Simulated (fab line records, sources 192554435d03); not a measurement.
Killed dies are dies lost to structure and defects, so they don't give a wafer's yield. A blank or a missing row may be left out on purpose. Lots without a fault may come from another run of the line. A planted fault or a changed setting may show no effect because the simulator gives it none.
fab line records | flow n5_finfet | part 2 of 2: steps 4 to 6 of 6
record lots=23 wafers=69 last_day=18
route steps=1938 shown ZERO_LAYER@14 PMOS_HMC_CHANNEL_EPI@73 FIN_SAQP@96 STI_FIN_REVEAL@183
lots that met no fault: from a run of the same line without faults
start_h: hours from the record's first day to the start of the lot's first wafer shown | wait_h: hours since the lot's step before | " the same as in the row above | L1.1+2: a row that stands for several wafers | - no value, or no start given | * or withheld: withheld | < > ~ a bound
route shown NAME@n: a module of which the file shows steps, and the number in the route of the first | usual: mean/standard deviation of fault-free wafers | same: alike in all rows | chamber/n: place in a boat | sites: the reading at each site | _std_site: their standard deviation | _edge_site: outer sites' mean less inner sites' | radius_mm: how far each site lies from the wafer's centre | mask NAME#n: copy n | behind: the tool/chamber that last shaped the wafer | hold: why the lot was held/for how many hours/how that ended | device: the transistor (n, p or np) that didn't switch | end of line: the same wafers' tests at the end of the route | a step without rows: its recipe alone | killed: dies lost to structure and defects at the first sort, not the wafer's yield | map: a wafer's dies, x killed, . not, _ none there
set.NAME: the setting as run; set.NAME@STEP: as run at that earlier step | model.NAME: the simulator's own value behind a step, which no gauge read
steps of the route over a sample of lots; a table a step, a row a wafer
services: from which hour (start_h, from the record's first day; less than 0 if before it) a tool's chamber was out of use, for how many hours, and why
## steps
# step N5_FIN_SAQP_ETCH_51
# recipe chemistry=CF4 target=SiARC target_depth_a=455 mask_material=CAR-ArF time_s=75.8 ion_energy_ev=80 pressure_mtorr=40 source_w=545 bias_w=36 Ar_flow_sccm=100 cf4_flow_sccm=100 ends=cleared
# usual drypump_motor_current_A=5.7/0.42 etch_rf_on_time_s=76.4/1.7 mfc_ar_sccm=100.0/0.31 oes_product_au=0.65/0.038 rf_vpp_V=183.9/1.3 showerhead_plenum_p_Torr=2.13/0.083 throttle_valve_pct=15.68/0.19
# columns lot.wafer tool chamber start_h wait_h drypump_motor_current_A etch_rf_on_time_s mfc_ar_sccm oes_product_au rf_hours_counter_h rf_vpp_V showerhead_plenum_p_Torr throttle_valve_pct
L074.1 rie_diel-06 2 22.74 0.0 5.6 72.8 99.8 0.65 161 183.1 2.05 15.60
L074.3 " 1 " " 5.7 73.5 100.1 0.66 184 183.1 2.15 15.92
L074.6 " 3 " " 5.7 75.1 99.7 0.72 - 185.3 2.26 15.62
L075.1 rie_diel-05 1 29.12 0.0 6.6 74.5 100.2 0.60 212 182.7 2.05 16.00
L075.4 " 0 " " 5.3 76.9 100.5 0.69 97 181.9 1.99 15.72
L075.5 " 3 " " 5.1 76.4 100.4 0.66 - 183.7 2.15 15.59
L076.2 rie_diel-05 2 33.93 0.0 5.4 77.4 99.5 0.62 187 182.6 2.05 15.60
L076.3 " 1 " " 6.6 74.2 99.6 0.60 213 182.7 2.05 16.01
L076.6 " 0 " " 5.3 76.4 100.3 0.69 - 181.1 1.99 15.74
L077.1 rie_diel-06 0 42.10 0.0 6.0 78.5 99.9 0.69 96 185.8 2.24 15.49
L077.2 " 3 " " 5.7 76.2 99.9 0.71 86 185.1 2.26 15.63
L077.4 " 2 " " 5.6 73.6 100.3 0.64 168 184.9 2.05 15.60
L078.1 rie_diel-05 1 46.55 0.0 6.6 74.6 100.2 0.60 218 183.1 2.05 16.03
L078.2 " 2 " " 5.5 77.8 99.8 0.61 193 184.8 2.05 15.62
L078.6 " 1 " " 6.6 75.0 100.2 0.60 - 182.7 2.05 16.02
L079.1 rie_diel-05 2 53.13 0.0 5.4 77.6 100.3 0.61 196 182.4 2.05 15.62
L079.3 " 3 " " 5.1 76.9 100.6 0.65 156 184.1 2.15 15.61
L079.5 " 2 " " 5.4 78.0 99.8 0.61 - 182.4 2.05 15.64
L080.2 rie_diel-01 2 59.73 0.0 6.3 74.4 100.3 0.62 187 186.1 2.20 15.56
L080.3 " 0 " " 5.5 76.4 99.8 0.73 36 185.1 2.17 15.27
L080.4 " 1 " " 6.1 76.7 100.1 0.64 149 183.9 2.15 15.84
L081.1 rie_diel-01 3 65.84 0.0 5.3 76.4 99.5 0.64 176 182.9 2.13 15.56
L081.3 " 1 " " 6.1 76.4 100.2 0.64 152 184.4 2.15 15.85
L081.6 " 1 " " 6.1 77.0 100.0 0.64 - 184.2 2.15 15.85
L082.2 rie_diel-06 2 71.00 0.0 5.6 73.4 100.3 0.63 178 181.4 2.05 15.62
L082.3 " 3 " " 5.7 76.7 100.2 0.70 96 184.6 2.25 15.67
L082.6 " 3 " " 5.8 76.5 100.1 0.69 - 183.6 2.25 15.66
L083.3 rie_diel-06 0 76.58 0.0 6.1 78.6 99.5 0.68 108 184.6 2.23 15.50
L083.4 " 2 " " 5.6 74.5 100.0 0.62 180 181.2 2.05 15.62
L083.5 " 0 " " 6.0 79.2 99.8 0.67 - 186.4 2.23 15.52
L084.1 rie_diel-01 2 82.43 0.0 6.4 74.7 99.8 0.62 196 184.7 2.20 15.57
L084.2 " 0 " " 5.5 76.7 99.4 0.71 45 185.1 2.17 15.30
L084.5 " 0 " " 5.5 77.3 99.7 0.71 - 183.1 2.17 15.29
L086.1 rie_diel-06 3 94.38 0.0 5.8 76.6 100.1 0.70 103 186.7 2.25 15.65
L086.2 " 0 " " 6.0 77.9 99.9 0.67 113 185.7 2.23 15.51
L086.5 " 1 " " 5.8 73.3 100.2 0.64 - 183.1 2.14 15.96
L087.2 rie_diel-05 1 101.49 0.0 6.6 74.8 99.6 0.58 237 182.9 2.04 16.06
L087.4 " 0 " " 5.3 75.9 99.7 0.67 126 182.5 1.98 15.78
L087.6 " 3 " " 5.1 76.5 99.9 0.63 - 183.5 2.14 15.64
L088.1 rie_diel-01 1 106.42 0.0 6.1 78.0 100.9 0.62 167 185.3 2.14 15.87
L088.5 " 3 " " 5.3 75.8 100.4 0.63 - 184.5 2.13 15.60
L088.6 " 1 " " 6.1 77.5 100.4 0.63 - 185.1 2.14 15.87
L089.2 rie_diel-01 3 113.54 0.0 5.3 77.0 99.8 0.62 194 184.2 2.13 15.60
L089.4 " 1 " " 6.1 77.9 99.7 0.62 170 183.4 2.14 15.88
L089.6 " 0 " " 5.5 78.2 100.3 0.69 - 184.3 2.17 15.30
L090.1 rie_diel-06 1 119.26 0.0 5.7 73.9 99.7 0.63 216 182.9 2.14 15.99
L090.2 " 0 " " 6.0 79.0 99.6 0.66 121 184.2 2.23 15.53
L090.6 " 3 " " 5.7 77.0 100.1 0.68 - 184.7 2.25 15.68
L091.4 rie_diel-05 0 125.60 0.0 5.3 76.6 99.7 0.67 134 182.7 1.98 15.79
L091.5 " 0 " " 5.3 76.6 100.0 0.65 - 181.0 1.98 15.80
L091.6 " 1 " " 6.6 75.3 99.7 0.58 - 184.2 2.04 16.07
L092.1 rie_diel-01 0 129.87 0.0 5.5 77.5 100.1 0.70 62 184.4 2.16 15.32
L092.2 " 1 " " 6.1 77.9 99.7 0.62 177 183.6 2.14 15.91
L092.4 " 3 " " 5.3 77.0 99.7 0.62 199 184.1 2.13 15.62
L093.1 rie_diel-05 1 138.08 0.0 6.6 75.2 100.1 0.57 249 182.0 2.04 16.07
L093.3 " 2 " " 5.5 76.7 100.4 0.60 225 182.9 2.04 15.67
L093.4 " 3 " " 5.1 76.7 101.1 0.62 187 185.8 2.14 15.68
L094.1 rie_diel-05 2 143.99 0.0 5.4 78.3 100.3 0.59 228 182.9 2.03 15.67
L094.3 " 3 " " 5.2 76.9 100.1 0.62 190 185.5 2.14 15.67
L094.6 " 0 " " 5.3 77.6 100.0 0.65 - 183.3 1.98 15.80
L095.2 rie_diel-06 3 148.58 0.0 5.7 76.8 99.9 0.68 121 184.0 2.24 15.69
L095.4 " 2 " " 5.6 73.4 100.3 0.62 200 183.9 2.04 15.65
L095.5 " 0 " " 6.0 79.8 100.2 0.65 - 185.3 2.22 15.56
L096.1 rie_diel-06 2 154.28 0.0 5.6 75.4 100.0 0.61 202 182.6 2.04 15.66
L096.4 " 0 " " 6.0 79.8 100.1 0.66 134 184.3 2.22 15.55
L096.5 " 3 " " 5.7 77.9 99.8 0.67 - 185.8 2.24 15.71
L097.1 rie_diel-01 2 159.01 0.0 6.3 76.2 99.7 0.58 222 185.8 2.19 15.62
L097.4 " 3 " " 5.3 77.4 99.2 0.61 210 184.7 2.12 15.63
L097.6 " 1 " " 6.1 79.1 100.0 0.60 - 184.0 2.14 15.93
# step N5_FIN_SAQP_MANDREL2_REMOVE_60
# recipe chemistry=HBr/Cl2/O2 bt_time_s=10 target=a-Si stop_on=SiNx endpoint=OES-SiCl over_etch_frac=1 icp_w=600 bias_w=22 HBr_flow_sccm=150 Cl2_flow_sccm=80 O2_flow_sccm=5 pressure_mtorr=10
# usual drypump_motor_current_A=5.5/0.4 oes_product_au=1.007/0.021 throttle_valve_pct=36.76/0.3
# same bt_time_s=10
# columns lot.wafer tool chamber start_h wait_h drypump_motor_current_A oes_product_au rf_hours_counter_h throttle_valve_pct
L074.1 rie_si-04 2 26.17 0.1 5.1 1.047 6 36.57
L074.3 " 1 " " 5.2 0.992 193 36.42
L074.6 " 2 " " 5.1 1.034 - 36.57
L075.1 rie_si-01 1 32.62 0.1 5.5 1.011 160 36.50
L075.4 " 2 " " 5.0 1.043 158 36.86
L075.5 " 1 " " 5.5 1.004 - 36.50
L076.2 rie_si-01 0 38.45 0.1 6.1 0.994 77 36.48
L076.3 " 3 " " 5.3 0.973 85 37.02
L076.6 " 0 " " 6.1 0.993 - 36.49
L077.1 rie_si-01 0 50.30 0.1 6.1 1.000 77 36.50
L077.2 " 1 " " 5.5 1.005 160 36.48
L077.4 " 3 " " 5.3 0.973 85 37.03
L078.1 rie_si-06 3 55.04 0.1 5.7 1.023 169 37.41
L078.2 " 0 " " 5.5 0.994 87 37.09
L078.6 " 3 " " 5.6 1.010 - 37.41
L079.1 rie_si-01 2 58.86 0.1 5.0 1.046 159 36.88
L079.3 " 3 " " 5.3 0.977 85 37.05
L079.5 " 0 " " 6.1 0.999 - 36.49
L080.2 rie_si-06 1 63.37 0.1 6.0 1.009 91 36.70
L080.3 " 2 " " 5.7 1.022 121 36.27
L080.4 " 3 " " 5.7 1.014 169 37.43
L081.1 rie_si-04 0 69.40 0.1 5.9 1.025 116 36.82
L081.3 " 1 " " 5.2 0.979 194 36.44
L081.6 " 0 " " 5.9 1.017 - 36.82
L082.2 rie_si-01 0 74.41 0.1 6.1 0.998 77 36.51
L082.3 " 3 " " 5.3 0.968 85 37.03
L082.6 " 2 " " 5.0 1.027 - 36.88
L083.3 rie_si-01 1 81.14 0.1 5.5 1.016 160 36.50
L083.4 " 3 " " 5.3 0.976 85 37.03
L083.5 " 3 " " 5.3 0.986 - 37.03
L084.1 rie_si-04 3 86.22 0.1 6.3 1.003 35 36.85
L084.2 " 0 " " 5.9 1.020 116 36.83
L084.5 " 2 " " 5.1 1.032 - 36.57
L086.1 rie_si-04 0 99.72 0.1 5.9 1.016 117 36.84
L086.2 " 3 " " 6.2 1.012 36 36.82
L086.5 " 1 " " 5.2 0.986 - 36.42
L087.2 rie_si-01 2 105.26 0.1 5.0 1.034 159 36.89
L087.4 " 0 " " 6.1 0.998 78 36.50
L087.6 " 2 " " 5.0 1.042 - 36.88
L088.1 rie_si-04 0 110.04 0.1 5.9 1.018 117 36.83
L088.5 " 2 " " 5.1 1.021 - 36.55
L088.6 " 1 " " 5.2 0.989 - 36.43
L089.2 rie_si-01 2 117.32 0.1 5.0 1.036 160 36.89
L089.4 " 1 " " 5.5 1.013 161 36.49
L089.6 " 1 " " 5.5 1.002 - 36.49
L090.1 rie_si-04 3 123.84 0.1 6.3 1.010 36 36.82
L090.2 " 2 " " 5.1 1.031 8 36.59
L090.6 " 3 " " 6.3 1.007 - 36.81
L091.4 rie_si-04 0 129.37 0.1 5.9 1.034 117 36.82
L091.5 " 3 " " 6.2 1.018 - 36.82
L091.6 " 2 " " 5.1 1.042 - 36.59
L092.1 rie_si-01 2 133.84 0.1 5.0 1.031 160 36.90
L092.2 " 0 " " 6.1 0.996 78 36.50
L092.4 " 1 " " 5.5 0.994 161 36.47
L093.1 rie_si-04 1 143.43 0.1 5.2 0.982 196 36.42
L093.3 " 0 " " 5.9 1.015 118 36.83
L093.4 " 1 " " 5.2 0.971 - 36.41
L094.1 rie_si-04 3 148.26 0.1 6.3 1.006 36 36.82
L094.3 " 0 " " 5.9 1.026 118 36.81
L094.6 " 2 " " 5.1 1.045 - 36.58
L095.2 rie_si-06 2 152.04 0.1 5.6 1.006 123 36.27
L095.4 " 0 " " 5.5 0.980 89 37.07
L095.5 " 3 " " 5.7 0.998 - 37.41
L096.1 rie_si-06 2 157.90 0.1 5.7 1.002 123 36.28
L096.4 " 1 " " 5.9 0.997 93 36.72
L096.5 " 0 " " 5.5 0.971 - 37.09
L097.1 rie_si-06 1 163.16 0.1 6.0 0.995 93 36.74
L097.4 " 0 " " 5.5 0.986 89 37.07
L097.6 " 1 " " 5.9 1.002 - 36.72
# step N5_STI_FIN_REVEAL_ALD_00
# recipe material=SiO2 target_thk_a=10 temp_c=300 ald_precursor_family=BDEAS ald_co_reactant=O2-plasma pulse_time_s=1 pressure_torr=2
# usual heater_power_w=462/49 precursor_pulse_height_rel=1.000/0.021
# columns lot.wafer tool chamber start_h wait_h heater_power_w precursor_pulse_height_rel
L074.1 ald_sin-02 2 28.30 0.0 481 0.981
L074.3 " 1 " " 416 0.990
L074.6 " 2 " " 478 1.012
L075.1 ald_sin-02 1 34.81 0.0 409 0.974
L075.4 " 0 " " 448 0.973
L075.5 " 1 " " 418 1.011
L076.2 ald_sin-03 2 40.71 0.0 426 0.978
L076.3 " 0 " " 517 0.997
L076.6 " 3 " " 454 0.997
L077.1 ald_sin-04 2 54.93 2.4 557 1.001
L077.2 " 1 " " 433 1.004
L077.4 " 0 " " 511 0.997
L078.1 ald_sin-02 1 58.11 0.8 420 0.971
L078.2 " 3 " " 415 1.022
L078.6 " 1 " " 414 1.014
L079.1 ald_sin-03 1 61.15 0.0 415 0.961
L079.3 " 3 " " 462 1.010
L079.5 " 0 " " 509 1.036
L080.2 ald_sin-04 3 66.65 0.5 561 0.978
L080.3 " 0 " " 504 0.981
L080.4 " 3 " " 545 0.986
L081.1 ald_sin-03 2 71.71 0.0 431 1.032
L081.3 " 1 " " 392 0.989
L081.6 " 2 " " 428 1.015
L082.2 ald_sin-02 2 77.44 0.5 482 0.990
L082.3 " 3 " " 421 0.992
L082.6 " 0 " " 447 1.026
L083.3 ald_sin-02 2 83.33 0.0 495 1.027
L083.4 " 1 " " 412 1.001
L083.5 " 1 " " 408 0.965
L084.1 ald_sin-03 2 88.42 0.0 434 0.983
L084.2 " 0 " " 500 0.986
L084.5 " 1 " " 409 0.971
L086.1 ald_sin-03 0 101.98 0.0 523 0.976
L086.2 " 3 " " 462 0.995
L086.5 " 0 " " 511 1.008
L087.2 ald_sin-04 1 107.37 0.1 432 0.999
L087.4 " 0 " " 515 1.042
L087.6 " 2 " " 571 1.014
L088.1 ald_sin-02 3 112.65 0.2 399 0.979
L088.5 " 1 " " 411 1.017
L088.6 " 0 " " 436 0.988
L089.2 ald_sin-03 2 119.98 0.4 432 0.996
L089.4 " 2 " " 431 1.003
L089.6 " 3 " " 454 0.979
L090.1 ald_sin-02 2 126.21 0.0 487 0.985
L090.2 " 3 " " 429 1.005
L090.6 " 3 " " 419 0.993
L091.4 ald_sin-02 0 131.57 0.0 450 0.997
L091.5 " 0 " " 436 0.995
L091.6 " 1 " " 419 0.947
L092.1 ald_sin-03 1 137.77 1.8 404 1.026
L092.2 " 3 " " 461 1.017
L092.4 " 2 " " 421 1.003
L093.1 ald_sin-02 2 145.80 0.0 478 1.001
L093.3 " 3 " " 423 1.020
L093.4 " 1 " " 416 1.000
L094.1 ald_sin-02 2 151.36 0.6 471 0.976
L094.3 " 0 " " 446 0.995
L094.6 " 3 " " 418 1.020
L095.2 ald_sin-04 2 154.77 0.0 569 0.997
L095.4 " 3 " " 564 1.007
L095.5 " 2 " " 567 1.002
L096.1 ald_sin-03 2 160.86 0.4 435 1.025
L096.4 " 1 " " 403 1.021
L096.5 " 1 " " 418 0.990
L097.1 ald_sin-02 2 165.42 0.0 481 0.980
L097.4 " 0 " " 449 0.966
L097.6 " 0 " " 435 0.984
## services
# columns tool chamber start_h hours kind
ald_sin-02 1 -10.12 2.2 repair
rie_diel-06 2 -8.49 2.5 repair
rie_diel-03 1 -8.28 1.6 repair
ald_sin-03 - -5.72 14.0 pm
rie_si-05 0 -5.28 4.1 repair
rie_diel-06 - -1.26 2.8 pm
rie_si-03 - 6.70 0.5 repair
rie_diel-05 1 35.97 1.5 repair
rie_si-01 1 37.98 9.0 repair
ald_sin-03 3 42.21 1.8 repair
ald_sin-02 - 44.44 6.1 pm
ald_sin-03 - 44.84 14.6 pm
ald_sin-02 - 52.11 6.0 pm
ald_sin-02 2 64.17 2.7 repair
rie_si-01 - 82.92 15.6 pm
ald_sin-02 - 85.25 14.0 pm
ald_sin-03 2 102.83 8.4 repair
ald_sin-02 - 113.32 0.2 repair
rie_diel-06 2 130.51 8.3 repair
rie_si-04 3 142.13 1.4 repair
rie_si-01 3 145.68 7.2 repair
rie_diel-06 3 159.99 6.8 repair
rie_si-01 2 162.76 3.4 repair
rie_diel-03 - 163.99 0.5 repair
